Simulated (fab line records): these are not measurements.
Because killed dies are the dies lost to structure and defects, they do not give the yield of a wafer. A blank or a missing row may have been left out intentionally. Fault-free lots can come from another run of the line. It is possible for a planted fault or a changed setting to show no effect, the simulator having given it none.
fab line records	flow nandHarc	part 2 of 2: steps 5 to 6 of 6
record lots=21	wafers=63	lastDay=25
route steps=1159 shown A_STAIRCASE@626 A_SGD_CUT@777 A_WL_FILL@810
lots untouched by any fault: they come from a run of this same line in which no faults occurred
startH: hours from the record's opening day to when the first of the lot's shown wafers began	waitH: time in hours since the lot's previous step	" the same as in the row above	L1.1+2: a row that stands for several wafers	- no value, or no start given	* or withheld: withheld	< > ~ a bound
route shown NAME@n: a module of which the file shows steps, and the number in the route of the first	usual: mean/standard deviation taken from wafers without a fault	same: alike in all rows	chamber/n: place in a boat	sites: readings site by site	_std_site: how widely they spread, as a standard deviation	_edge_site: inner sites' mean taken away from outer sites' mean	radiusMm: for every site, how far away it sits from the centre of the wafer	mask NAME#n: copy n	behind: the most recent tool/chamber to have shaped the wafer	hold: what put the lot on hold/how long, in hours/how the hold closed	device: names the non-switching transistor (n, p or np)	end of line: the same wafers' tests at the end of the route	a step given without rows: its recipe and nothing more	killed: dies that structure and defects cost at the first sort, which is not the same as the wafer's yield	map: a wafer's dies, marking killed ones x, the rest . and places with no die _
set.NAME: the setting that was run; set.NAME@STEP: the one run at that earlier step	model.NAME: the simulator's own value behind a step, which no gauge read
one table for each step of the route and one row for each wafer, over a sample of lots
services: when a tool's chamber went out of use (startH, in hours from the record's first day, below 0 if earlier), for how many hours, and the reason
## steps
# step NHARC_A_SGD_CUT_STRIP_28
# recipe timeS=20	o2FlowSccm=500	arFlowSccm=0	biasW=0	chemistry=O2
# usual chamberPressureMTorr=60.00/0.054	drypumpMotorCurrentA=5.5/0.55	oesProductAu=0.997/0.0093	rfVppV=57.9/0.87	showerheadPlenumPTorr=3.56/0.12	throttleValvePct=17.036/0.0093
lot.wafer	tool	chamber	startH	waitH	chamberPressureMTorr	drypumpMotorCurrentA	oesProductAu	rfHoursCounterH	rfVppV	showerheadPlenumPTorr	throttleValvePct
L074.2	rieDiel-10	0	-	-	60.03	5.5	0.991	14	58.2	3.52	17.027
L074.3	"	3	"	"	60.01	5.4	1.017	14	56.6	3.46	17.034
L074.5	"	0	"	"	60.02	5.6	0.987	-	58.6	3.52	17.039
L075.2	rieDiel-06	1	-	-	60.00	4.8	0.997	5	57.4	3.71	17.026
L075.3	"	3	"	"	60.09	6.4	0.986	4	59.6	3.52	17.039
L075.4	"	0	"	"	60.08	5.1	0.992	5	58.2	3.76	17.037
L076.1	rieDiel-06	1	-	-	59.93	4.8	1.003	5	58.7	3.71	17.024
L076.3	"	3	"	"	60.01	6.4	0.995	5	58.0	3.52	17.019
L076.6	"	0	"	"	60.05	5.1	1.004	-	58.2	3.76	17.035
L079.1	rieDiel-06	2	-	-	60.11	5.7	1.007	6	58.9	3.49	17.031
L079.6	"	1	"	"	60.06	4.8	0.990	-	58.6	3.71	17.033
L079.5	"	2	"	"	59.99	5.7	1.001	-	57.3	3.49	17.017
L082.4	rieDiel-10	1	-	-	60.04	4.7	1.022	0	58.5	3.72	17.024
L082.1	"	2	"	"	60.04	6.3	0.990	0	57.5	3.41	17.049
L082.5	"	0	"	"	59.97	5.5	0.979	-	57.0	3.52	17.033
L084.3	rieDiel-04	0	-	-	59.99	5.5	0.996	8	58.6	3.64	17.035
L084.4	"	3	"	"	59.98	5.6	0.998	8	58.0	3.47	17.024
L084.6	"	1	"	"	60.07	6.0	1.000	-	57.4	3.60	17.037
L083.2	rieDiel-06	3	-	-	59.95	6.4	1.003	7	58.4	3.52	17.043
L083.1	"	2	"	"	59.92	5.7	0.996	7	57.5	3.49	17.043
L083.6	"	0	"	"	60.12	5.1	0.998	-	59.3	3.75	17.045
L081.3	rieDiel-06	3	-	-	59.97	6.4	0.999	7	57.7	3.52	17.048
L081.4	"	0	"	"	59.96	5.1	1.007	8	57.5	3.75	17.018
L081.6	"	2	"	"	60.01	5.7	0.995	-	57.9	3.49	17.039
L085.3	rieDiel-06	1	-	-	60.03	4.8	1.015	9	58.1	3.71	17.033
L085.2	"	3	"	"	60.02	6.4	0.989	9	58.3	3.52	17.031
L085.6	"	2	"	"	60.06	5.7	1.010	-	59.1	3.49	17.035
L086.2	rieDiel-10	3	-	-	60.00	5.4	1.007	3	57.0	3.46	17.046
L086.3	"	1	"	"	59.94	4.6	1.009	3	58.0	3.72	17.055
L086.5	"	0	"	"	59.94	5.5	0.978	-	57.8	3.52	17.033
L087.4	rieDiel-04	2	-	-	59.99	4.8	0.990	10	57.9	3.38	17.034
L087.6	"	2	"	"	60.03	4.8	0.994	-	56.0	3.38	17.046
L087.5	"	3	"	"	59.97	5.6	0.998	-	58.3	3.47	17.042
L088.4	rieDiel-04	0	-	-	60.00	5.5	0.992	12	57.7	3.64	17.026
L088.2	"	1	"	"	59.99	6.1	0.990	11	57.6	3.60	17.025
L088.5	"	0	"	"	59.94	5.5	0.989	-	58.1	3.64	17.044
L091.4	rieDiel-06	1	-	-	59.97	4.8	0.998	10	58.7	3.70	17.031
L091.6	"	3	"	"	60.05	6.4	0.993	-	58.2	3.52	17.039
L091.5	"	0	"	"	59.92	5.1	1.001	-	58.3	3.75	17.037
L089.4	rieDiel-10	0	-	-	59.96	5.5	0.975	6	59.2	3.51	17.029
L089.3	"	1	"	"	59.96	4.7	1.017	6	57.0	3.72	17.028
L089.1	"	3	"	"	59.91	5.4	0.996	7	57.6	3.45	17.029
L090.3	rieDiel-10	2	-	-	60.05	6.3	0.995	7	58.1	3.41	17.034
L090.6	"	1	"	"	60.00	4.7	1.019	-	59.0	3.72	17.031
L090.5	"	2	"	"	59.94	6.3	0.990	-	58.1	3.41	17.031
L092.3	rieDiel-04	3	-	-	59.96	5.6	0.980	14	57.2	3.47	17.047
L092.4	"	1	"	"	60.10	6.1	0.992	12	56.7	3.60	17.038
L092.6	"	3	"	"	59.98	5.6	0.983	-	55.4	3.47	17.036
L093.3	rieDiel-06	1	-	-	59.93	4.8	1.001	0	59.5	3.70	17.035
L093.1	"	2	"	"	59.97	5.7	1.002	0	58.3	3.49	17.022
L093.4	"	3	"	"	60.00	6.4	0.993	0	57.8	3.52	17.038
L094.4	rieDiel-10	2	-	-	60.03	6.3	0.995	8	58.1	3.41	17.046
L094.6	"	2	"	"	60.09	6.3	1.008	-	57.9	3.41	17.043
L094.5	"	3	"	"	60.06	5.4	0.993	-	57.4	3.45	17.041
L095.1	rieDiel-04	2	-	-	59.97	4.9	0.991	14	57.7	3.38	17.039
L095.6	"	2	"	"	60.02	4.8	0.984	-	56.3	3.38	17.049
L095.5	"	3	"	"	60.08	5.6	0.984	-	57.4	3.47	17.023
L097.1	rieDiel-06	3	-	-	59.95	6.4	0.992	2	59.0	3.51	17.059
L097.3	"	2	"	"	59.85	5.7	1.004	2	57.5	3.48	17.027
L097.6	"	3	"	"	59.95	6.4	1.006	-	58.9	3.51	17.060
L096.4	rieDiel-04	2	-	-	60.00	4.8	1.001	16	57.8	3.38	17.030
L096.2	"	0	"	"	60.07	5.5	0.998	17	57.0	3.64	17.021
L096.1	"	1	"	"	60.00	6.1	0.991	15	57.6	3.60	17.040
# step NHARC_A_WL_FILL_RTA_01
# recipe tempC=1000	timeS=5
# usual lampPowerPct=36.1/1.4	lamp_zone_7_pct=36.7/1.5	wafer_temp_C_max=1005.2/1.6
lot.wafer	tool	chamber	startH	waitH	lampPowerPct	lamp_zone_7_pct	wafer_temp_C_max
L074.2	rtpAnneal-01	0	335.91	-	35.0	35.6	1006.3
L074.3	"	0	"	"	35.0	35.6	1007.4
L074.5	"	0	"	"	35.0	35.6	1006.5
L075.2	rtpAnneal-02	0	341.98	0.4	37.9	38.5	1003.9
L075.3	"	0	"	"	38.0	38.6	1003.2
L075.4	"	0	"	"	38.0	38.6	1004.1
L076.1	rtpAnneal-02	0	348.93	-	38.0	38.5	1003.7
L076.3	"	0	"	"	37.9	38.5	1004.2
L076.6	"	0	"	"	37.9	38.6	1003.8
L079.1	rtpAnneal-01	0	369.95	-	34.9	35.6	1005.7
L079.5	"	0	"	"	35.0	35.5	1005.9
L079.6	"	0	"	"	35.0	35.6	1008.2
L084.3	rtpAnneal-02	0	381.23	-	38.0	38.6	1002.9
L084.4	"	0	"	"	37.9	38.6	1002.1
L084.6	"	0	"	"	37.9	38.6	1003.3
L082.1	rtpAnneal-02	0	381.34	-	38.0	38.6	1004.9
L082.4	"	0	"	"	37.9	38.6	1004.2
L082.5	"	0	"	"	38.0	38.5	1004.1
L083.1	rtpAnneal-01	0	381.34	-	35.0	35.5	1004.6
L083.2	"	0	"	"	35.0	35.6	1006.3
L083.6	"	0	"	"	34.9	35.5	1005.5
L081.3	rtpAnneal-01	0	387.26	-	35.0	35.5	1005.4
L081.4	"	0	"	"	35.0	35.6	1006.1
L081.6	"	0	"	"	35.0	35.5	1007.0
L086.2	rtpAnneal-01	0	405.32	-	35.0	35.5	1005.7
L086.3	"	0	"	"	35.0	35.4	1008.1
L086.5	"	0	"	"	34.9	35.5	1007.5
L085.2	rtpAnneal-02	0	405.39	-	37.9	38.5	1003.7
L085.3	"	0	"	"	37.9	38.5	1003.2
L085.6	"	0	"	"	37.9	38.5	1002.1
L087.4	rtpAnneal-01	0	405.54	-	35.1	35.6	1004.8
L087.5	"	0	"	"	35.0	35.5	1005.3
L087.6	"	0	"	"	35.0	35.5	1005.0
L088.2	rtpAnneal-01	0	418.64	-	35.0	35.6	1008.2
L088.4	"	0	"	"	35.1	35.5	1006.0
L088.5	"	0	"	"	35.0	35.6	1006.7
L089.1	rtpAnneal-01	0	430.51	-	35.0	35.5	1008.8
L089.3	"	0	"	"	35.0	35.6	1006.7
L089.4	"	0	"	"	35.0	35.6	1006.3
L091.4	rtpAnneal-02	0	430.76	-	38.0	38.6	1001.9
L091.5	"	0	"	"	37.9	38.5	1002.8
L091.6	"	0	"	"	38.0	38.6	1005.5
L092.3	rtpAnneal-01	0	437.41	-	35.0	35.5	1006.4
L092.4	"	0	"	"	35.0	35.5	1005.3
L092.6	"	0	"	"	35.0	35.5	1003.7
L090.3	rtpAnneal-02	0	437.42	-	38.0	38.6	1004.3
L090.5	"	0	"	"	37.9	38.6	1003.2
L090.6	"	0	"	"	38.0	38.6	1004.7
L094.4	rtpAnneal-02	0	443.27	-	37.9	38.5	1004.0
L094.5	"	0	"	"	37.8	38.5	1003.3
L094.6	"	0	"	"	37.9	38.6	1004.1
L093.1	rtpAnneal-01	0	443.64	-	35.0	35.5	1007.3
L093.3	"	0	"	"	35.0	35.6	1007.5
L093.4	"	0	"	"	35.0	35.6	1004.4
L095.1	rtpAnneal-01	0	460.67	0.3	35.0	35.6	1006.0
L095.5	"	0	"	"	35.0	35.5	1005.9
L095.6	"	0	"	"	35.0	35.5	1004.1
L097.1	rtpAnneal-02	0	471.97	-	37.9	38.6	1002.7
L097.3	"	0	"	"	38.0	38.6	1003.4
L097.6	"	0	"	"	37.9	38.5	1003.5
L096.1	rtpAnneal-01	0	478.62	-	35.0	35.6	1006.8
L096.2	"	0	"	"	34.9	35.6	1006.2
L096.4	"	0	"	"	35.0	35.6	1007.5
## services
tool	chamber	startH	hours	kind
rieDiel-06	1	228.49	3.2	repair
rieDiel-01	0	236.41	21.0	repair
rieDiel-06	-	241.20	9.0	pm
rieDiel-13	-	276.00	9.0	pm
cmp-02	-	280.24	3.0	repair
rieDiel-06	-	280.99	0.3	repair
rieDiel-06	2	282.69	6.6	repair
rtpAnneal-02	-	300.00	12.0	pm
cmp-02	-	312.26	4.7	repair
rieDiel-01	-	316.00	9.0	pm
cmp-02	-	324.50	4.0	pm
rieDiel-01	1	369.10	7.0	repair
rieDiel-06	-	379.04	0.3	repair
rieDiel-12	-	379.58	9.0	pm
cmp-02	-	390.57	0.7	repair
cmp-02	-	404.12	11.9	repair
rieDiel-01	1	414.49	3.9	repair
rieDiel-06	-	418.20	9.0	pm
cmp-02	-	422.50	4.0	pm
rieDiel-12	0	424.00	7.0	repair
rieDiel-12	1	447.06	3.3	repair
cmp-02	-	451.81	0.3	repair
rieDiel-13	-	453.00	9.0	pm
rieDiel-01	0	474.40	8.9	repair
